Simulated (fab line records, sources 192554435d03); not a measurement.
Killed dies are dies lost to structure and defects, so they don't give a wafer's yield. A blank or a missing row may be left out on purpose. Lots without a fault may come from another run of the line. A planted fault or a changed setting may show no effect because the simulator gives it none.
Chamber matching | flow n5_finfet | N5_PMOS_HMC_CHANNEL_EPI_STRIP_33 on rie_diel-04: 4 sister chambers
The step strips in N2/H2. 14 wafers are shown with their chamber, then 7 later ones without.

WAFERS WITH THEIR CHAMBER
wafer  | chamber | drypump_motor_current_A (A) | showerhead_plenum_p_Torr (Torr) | throttle_valve_pct (%)
L076.3 | 3       | 5.9                         | 3.34                            | 19.1
L076.4 | 2       | 5.7                         | 3.51                            | 18.4
L076.6 | 2       | 5.8                         | 3.51                            | 18.3
L078.1 | 3       | 5.9                         | 3.33                            | 19.1
L078.3 | 0       | 4.7                         | 3.23                            | 19.8
L078.6 | 0       | 4.7                         | 3.23                            | 19.7
L082.1 | 1       | 6.1                         | 3.32                            | 18.9
L082.2 | 0       | 4.7                         | 3.23                            | 19.8
L082.3 | 2       | 5.8                         | 3.50                            | 18.4
L084.3 | 1       | 6.1                         | 3.32                            | 18.9
L084.4 | 0       | 4.7                         | 3.22                            | 19.7
L084.6 | 2       | 5.8                         | 3.50                            | 18.3
L086.2 | 0       | 4.7                         | 3.22                            | 19.8
L086.3 | 3       | 5.9                         | 3.33                            | 19.1

SIGNATURES (means of the wafers above)
reading                  | chamber 0 | chamber 1 | chamber 2 | chamber 3 | scatter within a chamber
drypump_motor_current_A  | 4.700     | 6.100     | 5.775     | 5.900     | 0.0274
showerhead_plenum_p_Torr | 3.2260    | 3.3200    | 3.5050    | 3.3333    | 0.00535
throttle_valve_pct       | 19.760    | 18.900    | 18.350    | 19.100    | 0.0469
Rule: a wafer's distance from a chamber is the root of the sum, over the readings, of the square of ((its reading less the chamber's mean) divided by the reading's scatter). The wafer belongs to the nearest chamber; if the next one is less than 2 further off, it can't be placed. The scatter: the root of (the sum of the squares of (reading less its chamber's mean) over the shown wafers, divided by (wafers less chambers)).

WAFERS WITHOUT THEIR CHAMBER
wafer  | drypump_motor_current_A (A) | showerhead_plenum_p_Torr (Torr) | throttle_valve_pct (%)
L086.5 | 6.0                         | 3.33                            | 19.1
L090.2 | 6.1                         | 3.31                            | 18.9
L090.5 | 5.8                         | 3.49                            | 18.4
L090.6 | 6.1                         | 3.31                            | 18.9
L096.2 | 5.8                         | 3.48                            | 18.4
L096.4 | 5.8                         | 3.48                            | 18.4
L096.5 | 6.1                         | 3.30                            | 18.9

WHICH CHAMBER EACH WENT THROUGH
wafer  | from the rows above | in truth
L086.5 | 3                   | 3
L090.2 | 1                   | 1
L090.5 | 2                   | 2
L090.6 | 1                   | 1
L096.2 | 2                   | 2
L096.4 | 2                   | 2
L096.5 | 1                   | 1
Placed correctly: 7 of 7. Can't be placed from these rows: 0. Placed wrongly: 0.
